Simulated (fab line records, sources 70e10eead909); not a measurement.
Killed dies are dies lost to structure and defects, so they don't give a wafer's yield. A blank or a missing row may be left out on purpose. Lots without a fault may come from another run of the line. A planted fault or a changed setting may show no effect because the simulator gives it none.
fab line records | flow nand_harc
record lots=12 wafers=36 last_day=27
route steps=1159 shown A_STAIRCASE@740 THIN_TSV@1102 END@1158
lots that met no fault: from a run of the same line without faults
start_h: hours from the record's first day to the start of the lot's first wafer shown | wait_h: hours since the lot's step before | " the same as in the row above | L1.1+2: a row that stands for several wafers | - no value, or no start given | * or withheld: withheld | < > ~ a bound
route shown NAME@n: a module of which the file shows steps, and the number in the route of the first | usual: mean/standard deviation of fault-free wafers | same: alike in all rows | chamber/n: place in a boat | sites: the reading at each site | _std_site: their standard deviation | _edge_site: outer sites' mean less inner sites' | radius_mm: how far each site lies from the wafer's centre | mask NAME#n: copy n | behind: the tool/chamber that last shaped the wafer | hold: why the lot was held/for how many hours/how that ended | device: the transistor (n, p or np) that didn't switch | end of line: the same wafers' tests at the end of the route | a step without rows: its recipe alone | killed: dies lost to structure and defects at the first sort, not the wafer's yield | map: a wafer's dies, x killed, . not, _ none there
set.NAME: the setting as run; set.NAME@STEP: as run at that earlier step | model.NAME: the simulator's own value behind a step, which no gauge read
steps of the route over a sample of lots; a table a step, a row a wafer
services: from which hour (start_h, from the record's first day; less than 0 if before it) a tool's chamber was out of use, for how many hours, and why
## steps
# step NHARC_A_STAIRCASE_ETCHBACK_157
# recipe target_depth_a=900 over_etch_frac=0.3 time_s=167.14 ion_energy_ev=120 ch3f_flow_sccm=50 o2_flow_sccm=30 ar_flow_sccm=200 rf_w=500 bias_w=100 chemistry=CH3F/O2
# usual drypump_motor_current_A=5.4/0.35 oes_product_au=0.983/0.029 rf_vpp_V=244.4/1.6 showerhead_plenum_p_Torr=2.45/0.11 throttle_valve_pct=20.664/0.0092
# columns lot.wafer tool chamber start_h wait_h drypump_motor_current_A oes_product_au rf_hours_counter_h rf_vpp_V showerhead_plenum_p_Torr throttle_valve_pct
L783.1 rie_diel-11 1 289.75 0.2 5.7 0.935 34 244.2 2.49 20.658
L783.5 " 2 " " 5.8 0.928 - 244.2 2.41 20.673
L783.6 " 3 " " 5.7 0.938 - 243.0 2.40 20.669
L786.4 rie_diel-09 2 322.33 0.2 5.3 0.986 20 244.8 2.48 20.671
L786.1 " 3 " " 5.3 0.999 26 245.3 2.47 20.653
L786.6 " 2 " " 5.3 0.993 - 245.3 2.48 20.666
L787.4 rie_diel-11 0 324.64 0.1 5.5 0.977 49 243.6 2.31 20.663
L787.1 " 1 " " 5.7 0.972 46 245.0 2.48 20.666
L787.5 " 0 " " 5.5 0.974 - 242.0 2.31 20.670
L785.3 rie_diel-09 0 324.94 0.1 4.8 0.998 25 241.9 2.33 20.654
L785.1 " 1 " " 5.4 0.991 18 246.8 2.65 20.657
L785.4 " 2 " " 5.3 0.994 21 244.1 2.47 20.668
L790.2 rie_diel-09 2 361.78 0.4 5.3 0.915 32 245.5 2.47 20.665
L790.3 " 3 " " 5.3 0.929 38 244.6 2.46 20.663
L790.4 " 3 " " 5.3 0.931 - 243.0 2.46 20.668
L793.3 rie_diel-13 3 362.16 0.2 6.5 0.937 26 248.3 2.65 20.663
L793.1 " 0 " " 5.4 0.936 27 245.2 2.50 20.656
L793.5 " 1 " " 5.3 0.937 - 244.5 2.39 20.668
L789.2 rie_diel-13 2 364.74 0.2 5.7 1.012 28 242.5 2.31 20.677
L789.1 " 0 " " 5.4 1.002 28 244.5 2.49 20.651
L789.4 " 1 " " 5.3 0.998 29 240.6 2.39 20.657
L800.4 rie_diel-11 0 408.76 0.2 5.5 1.005 12 242.9 2.30 20.671
L800.3 " 2 " " 5.8 1.007 10 244.2 2.39 20.670
L800.1 " 3 " " 5.7 1.003 11 243.2 2.39 20.659
L801.2 rie_diel-11 0 409.08 0.2 5.5 1.002 12 243.7 2.30 20.656
L801.5 " 2 " " 5.7 0.998 - 243.3 2.39 20.660
L801.6 " 3 " " 5.8 1.004 - 244.2 2.39 20.675
L803.1 rie_diel-09 0 468.73 0.2 4.9 0.991 7 243.1 2.31 20.663
L803.6 " 1 " " 5.4 0.998 - 246.7 2.63 20.656
L803.5 " 2 " " 5.3 0.978 - 245.3 2.46 20.664
L805.2 rie_diel-09 3 470.31 0.2 5.2 0.985 8 242.8 2.45 20.659
L805.6 " 0 " " 4.8 1.006 - 243.4 2.31 20.663
L805.5 " 1 " " 5.4 0.999 - 247.7 2.64 20.654
L804.2 rie_diel-09 0 472.89 0.2 4.8 0.995 8 240.9 2.31 20.663
L804.1 " 1 " " 5.4 1.006 8 245.1 2.64 20.673
L804.6 " 0 " " 4.8 1.000 - 243.1 2.31 20.670
# step NHARC_THIN_TSV_CMP_01
# recipe target_thk_um=3
# usual motor_current_A=11.9/1.2 retaining_ring_pressure_frac=1.001/0.0048 slurry_flow_ml_min=149.9/0.52
# columns lot.wafer tool chamber start_h wait_h motor_current_A retaining_ring_pressure_frac slurry_flow_ml_min
L783.1 cmp-04 2 452.53 1.0 12.8 1.005 149.9
L783.6 " 2 " " 12.6 1.003 149.1
L783.5 " 3 " " 11.1 1.006 150.6
L785.1 cmp-02 3 458.78 1.0 12.8 0.998 149.5
L785.3 " 0 " " 13.8 0.995 149.8
L785.4 " 2 " " 9.8 0.998 149.2
L786.4 cmp-02 2 466.97 0.5 10.4 0.998 149.0
L786.1 " 3 " " 12.5 0.991 149.9
L786.6 " 1 " " 11.0 1.005 150.3
L787.1 cmp-04 2 493.15 1.0 13.2 1.000 149.6
L787.4 " 1 " " 13.1 1.002 149.6
L787.5 " 3 " " 11.0 1.000 150.7
L793.1 cmp-04 0 543.33 1.0 10.6 0.993 149.9
L793.3 " 2 " " 12.9 1.004 150.0
L793.5 " 0 " " 10.6 1.004 149.6
L789.2 cmp-03 1 547.69 0.8 12.6 1.001 149.9
L789.4 " 2 " " 13.0 1.008 149.5
L789.1 " 3 " " 14.1 1.002 150.0
L790.4 cmp-04 2 569.87 0.4 13.1 0.998 150.7
L790.2 " 3 " " 10.8 1.004 149.6
L790.3 " 0 " " 10.8 0.994 149.6
L800.4 cmp-03 2 586.59 0.5 13.2 1.005 149.2
L800.1 " 3 " " 14.1 1.006 149.0
L800.3 " 0 " " 11.1 0.993 150.9
L801.2 cmp-03 1 589.06 0.9 12.9 1.011 150.4
L801.6 " 2 " " 12.8 0.992 150.0
L801.5 " 3 " " 13.6 1.000 150.8
L803.1 cmp-04 1 595.03 1.1 11.8 1.007 150.0
L803.6 " 2 " " 12.8 1.000 150.5
L803.5 " 3 " " 11.2 0.995 149.9
L805.2 cmp-02 0 598.77 0.9 13.4 1.002 151.4
L805.6 " 1 " " 10.8 0.997 150.2
L805.5 " 2 " " 10.1 0.997 150.0
L804.2 cmp-04 3 604.66 0.8 10.8 1.006 149.2
L804.1 " 1 " " 12.2 0.995 149.3
L804.6 " 3 " " 11.5 0.999 150.1
# step NHARC_THIN_TSV_DEP_43
# recipe target_thk_a=13285 temp_c=withheld pressure_torr=6.5 rf_w=900 teos_flow_sccm=161.4 flow_sccm=2650 target_thk_nm=1328.5 gas=O2 material=SiO2
# usual throttle_valve_pct=16.2/0.37
# columns lot.wafer tool chamber start_h wait_h throttle_valve_pct
L783.1 pecvd-04 2 453.20 - 16.4
L783.6 " 2 " " 16.5
L783.5 " 0 " " 16.0
L785.3 pecvd-04 1 459.27 - 16.0
L785.1 " 2 " " 16.5
L785.4 " 2 " " 16.1
L786.1 pecvd-04 1 467.47 - 16.0
L786.4 " 1 " " 16.0
L786.6 " 2 " " 16.6
L787.1 pecvd-02 2 493.68 - 15.7
L787.5 " 2 " " 16.1
L787.4 " 0 " " 16.7
L793.1 pecvd-01 0 543.86 - 15.8
L793.3 " 1 " " 15.9
L793.5 " 0 " " 15.7
L789.1 pecvd-02 2 548.22 - 15.6
L789.2 " 0 " " 16.3
L789.4 " 2 " " 15.6
L790.3 pecvd-04 1 570.36 - 16.4
L790.2 " 2 " " 16.1
L790.4 " 2 " " 16.3
L800.3 pecvd-02 2 587.14 - 15.8
L800.1 " 0 " " 16.3
L800.4 " 1 " " 16.5
L801.2 pecvd-02 0 589.58 - 16.4
L801.6 " 2 " " 15.6
L801.5 " 0 " " 16.8
L803.1 pecvd-04 2 595.48 - 16.2
L803.6 " 1 " " 16.1
L803.5 " 0 " " 16.5
L805.2 pecvd-01 0 599.18 - 16.0
L805.6 " 0 " " 15.9
L805.5 " 1 " " 16.3
L804.1 pecvd-02 2 605.33 - 15.9
L804.2 " 0 " " 16.6
L804.6 " 2 " " 15.6
# step NHARC_END_WLT_00
# usual VT_DECK1_BOTTOM=0.871/0.0079 VT_DECK1_BOTTOM_INNER=0.872/0.0074 VT_DECK1_MEDIAN_NEAR_BOTTOM=0.873/0.0079 VT_DECK1_MEDIAN_NEAR_BOTTOM_INNER=0.873/0.0086 VT_DECK1_MIDDLE=0.884/0.0074 VT_DECK1_MIDDLE_INNER=0.885/0.0086 VT_DECK1_TOP=0.897/0.0077 VT_DECK1_TOP_INNER=0.895/0.008
# columns lot.wafer tool chamber start_h wait_h VT_DECK1_BOTTOM VT_DECK1_BOTTOM_INNER VT_DECK1_MEDIAN_NEAR_BOTTOM VT_DECK1_MEDIAN_NEAR_BOTTOM_INNER VT_DECK1_MIDDLE VT_DECK1_MIDDLE_INNER VT_DECK1_TOP VT_DECK1_TOP_INNER
L783.1 prober-02 - 473.52 7.3 0.882 0.880 0.887 0.877 0.890 0.894 0.894 0.901
L783.5 " - 475.48 9.3 0.879 0.869 0.874 0.875 0.894 0.879 0.909 0.904
L783.6 " - " " 0.878 0.882 0.875 0.884 0.898 0.896 0.899 0.902
L785.1 prober-02 - 481.26 8.5 0.887 0.882 0.881 0.880 0.893 0.893 0.905 0.895
L785.3 " - " " 0.886 0.867 0.877 0.884 0.891 0.898 0.905 0.899
L785.4 " - " " 0.882 0.879 0.881 0.885 0.898 0.893 0.899 0.896
L786.1 prober-02 - 489.04 7.5 0.870 0.872 0.875 0.874 0.882 0.878 0.891 0.896
L786.4 " - 490.54 9.0 0.863 0.876 0.870 0.880 0.882 0.877 0.887 0.886
L786.6 " - 491.55 10.0 0.859 0.861 0.865 0.860 0.879 0.881 0.897 0.886
L787.1 prober-02 - 507.41 0.1 0.862 0.866 0.869 0.859 0.882 0.869 0.890 0.891
L787.4 " - 508.90 1.5 0.862 0.868 0.872 0.864 0.878 0.875 0.891 0.887
L787.5 " - " " 0.869 0.867 0.870 0.864 0.878 0.884 0.892 0.887
L793.1 prober-02 - 561.64 7.9 0.873 0.867 0.872 0.867 0.883 0.878 0.888 0.890
L793.3 " - 562.64 8.9 0.878 0.877 0.883 0.878 0.890 0.886 0.899 0.900
L793.5 " - " " 0.869 0.864 0.871 0.868 0.891 0.882 0.897 0.898
L789.1 prober-02 - 569.39 8.2 0.868 0.870 0.861 0.871 0.884 0.880 0.896 0.894
L789.2 " - " " 0.872 0.881 0.877 0.874 0.886 0.884 0.894 0.895
L789.4 " - " " 0.876 0.870 0.867 0.870 0.876 0.885 0.891 0.888
L790.2 prober-02 - 583.82 0.6 0.863 0.860 0.876 0.860 0.888 0.886 0.903 0.888
L790.3 " - " " 0.868 0.870 0.872 0.871 0.883 0.873 0.891 0.884
L790.4 " - " " 0.871 0.862 0.870 0.869 0.888 0.883 0.887 0.901
L800.1 prober-02 - 603.17 2.8 0.886 0.889 0.887 0.885 0.895 0.902 0.912 0.911
L800.3 " - " " 0.890 0.885 0.886 0.876 0.895 0.899 0.903 0.908
L800.4 " - " " 0.871 0.882 0.887 0.887 0.897 0.887 0.913 0.905
L801.2 prober-02 - 611.40 11.0 0.879 0.879 0.877 0.870 0.886 0.883 0.897 0.900
L801.5 " - 612.91 12.5 0.871 0.872 0.872 0.873 0.879 0.884 0.901 0.902
L801.6 " - " " 0.873 0.874 0.872 0.884 0.888 0.890 0.900 0.887
L803.1 prober-02 - 618.71 12.9 0.870 0.872 0.879 0.868 0.885 0.886 0.905 0.907
L803.5 " - 620.69 14.8 0.873 0.869 0.872 0.879 0.888 0.890 0.903 0.902
L803.6 " - " " 0.872 0.877 0.885 0.876 0.882 0.894 0.900 0.898
L805.2 prober-02 - 634.75 22.6 0.879 0.871 0.876 0.880 0.892 0.896 0.905 0.900
L805.5 " - 636.26 24.1 0.870 0.879 0.867 0.878 0.885 0.906 0.914 0.906
L805.6 " - " " 0.875 0.881 0.877 0.889 0.887 0.887 0.905 0.889
L804.1 prober-02 - 641.97 23.8 0.871 0.874 0.872 0.880 0.886 0.890 0.913 0.889
L804.2 " - " " 0.873 0.877 0.876 0.877 0.881 0.891 0.896 0.892
L804.6 " - 644.44 26.3 0.870 0.874 0.871 0.858 0.884 0.879 0.904 0.901
# step NHARC_END_SORT_01
# recipe temp_c=25
# usual killed_at_array=28/11 killed_at_other=0.9/1.2 killed_at_periphery=2.6/2.1 killed_dies=31/11 killed_open=3.1/1.7 killed_short=1.9/1.3
# same gross_dies=677
# columns lot.wafer tool chamber start_h wait_h killed_at_array killed_at_other killed_at_periphery killed_dies killed_open killed_short
L800.1 prober-02 0 606.09 2.4 38 0 4 42 3 3
L800.3 prober-02 0 607.69 3.1 41 0 1 42 0 2
L800.4 prober-02 0 608.49 3.4 101 0 2 103 4 1
L801.2 prober-02 0 614.72 2.8 102 0 1 103 5 2
L801.5 prober-02 0 617.12 3.7 34 0 5 39 6 1
L801.6 prober-02 0 617.91 4.0 28 1 0 29 3 2
# killed by level:class
L800.1 A_CHANNEL_HOLE_D1:chamber_film_flake=18 A_SLIT:chamber_film_flake=11 A_CONTACT:chamber_film_flake=4 P_M2:chamber_film_flake=2 P_CONTACT:geometric_particle:short=1 P_M0:geometric_particle:open=1 A_SOURCE_PLATE:geometric_particle:short=1 A_WL_FILL:geometric_particle:short=1
L800.3 A_CHANNEL_HOLE_D1:chamber_film_flake=22 A_SLIT:chamber_film_flake=12 A_CONTACT:chamber_film_flake=3 A_STAIRCASE:chamber_film_flake=2 A_SOURCE_PLATE:geometric_particle:short=1 A_CHANNEL_FILL_D1:geometric_particle:short=1 P_ZERO_WELL:chamber_film_flake=1
L800.4 A_STAIRCASE:unspecified=64 A_CHANNEL_HOLE_D1:chamber_film_flake=19 A_SLIT:chamber_film_flake=9 A_CONTACT:chamber_film_flake=3 P_M0:geometric_particle:open=1 A_ONON_D1:geometric_particle:open=1 A_SGD_CUT:geometric_particle:open=1 A_M0:geometric_particle:open=1
L801.2 A_STAIRCASE:unspecified=60 A_CHANNEL_HOLE_D1:chamber_film_flake=24 A_CONTACT:chamber_film_flake=11 P_CONTACT:geometric_particle:open=1 A_ONON_D1:geometric_particle:open=1 A_CHANNEL_FILL_D1:geometric_particle:short=1 A_CHANNEL_FILL_D1:geometric_particle:open=1 A_WL_FILL:geometric_particle:short=1
L801.5 A_CHANNEL_HOLE_D1:chamber_film_flake=21 A_CONTACT:chamber_film_flake=8 A_CONTACT:geometric_particle:open=2 P_GATE:geometric_particle:open=1 P_CONTACT:geometric_particle:open=1 P_M0:geometric_particle:open=1 A_CHANNEL_HOLE_D1:geometric_particle:open=1 A_CONTACT:geometric_particle:short=1
L801.6 A_CHANNEL_HOLE_D1:chamber_film_flake=20 A_CONTACT:chamber_film_flake=3 A_M0:geometric_particle:short=2 A_SOURCE_PLATE:geometric_particle:open=1 A_WL_FILL:geometric_particle:open=1 STARTING-WAFER:geometric_particle:open=1 A_BONDPAD:chamber_film_flake=1
## services
# columns tool chamber start_h hours kind
pecvd-04 0 274.09 13.4 repair
rie_diel-09 1 290.16 10.6 repair
cmp-04 - 301.00 4.0 pm
pecvd-04 2 307.32 17.4 repair
pecvd-02 1 314.05 2.2 repair
pecvd-02 - 317.25 0.3 repair
pecvd-02 - 334.00 13.0 pm
cmp-04 - 340.62 2.0 repair
rie_diel-09 - 350.67 2.0 repair
pecvd-04 - 376.00 13.0 pm
cmp-04 - 399.00 4.0 pm
cmp-04 - 408.57 11.5 repair
pecvd-02 0 421.28 39.5 repair
rie_diel-09 - 431.29 9.0 pm
pecvd-02 1 463.07 14.3 repair
cmp-04 - 466.91 5.6 repair
pecvd-02 - 477.67 0.5 repair
cmp-04 - 497.00 4.0 pm
rie_diel-09 0 514.20 3.6 repair
pecvd-02 - 515.17 13.0 pm
rie_diel-09 0 531.53 9.9 repair
rie_diel-09 2 556.48 4.2 repair
rie_diel-09 0 559.77 9.1 repair
cmp-04 - 595.10 4.0 pm
## key
first_sign step=NHARC_END_SORT_01 reading=killed_at_array direction=up sigmas=6.9 usual=28 struck=102
effect step=NHARC_END_SORT_01 reading=killed_dies direction=up sigmas=6.7 usual=31 struck=103
more_kills_born_at NHARC_A_STAIRCASE_ETCHBACK_157@rie_diel-11=123
met_at NHARC_A_STAIRCASE_ETCHBACK_157
struck_lots L800,L801
struck_wafers L800.4,L801.2
tester_left_out L800,L801
not_acting_at NHARC_THIN_TSV_CMP_01,NHARC_THIN_TSV_DEP_43,NHARC_END_WLT_00
onset_between 324.64 408.76
fault kind=chamber_particle_source tool=rie_diel-11 chamber=0 onset_h=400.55 steps=NHARC_A_STAIRCASE_ETCHBACK_157 rate_per_visit_cm2=2.034 end_h=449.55
# tester_left_out: of these lots the tester's yield and bins aren't shown, on N5 and GAA mostly nor the transistor test; their killed dies are dies lost to structure and defects alone, not to doping, threshold or leakage, so they don't give the yield
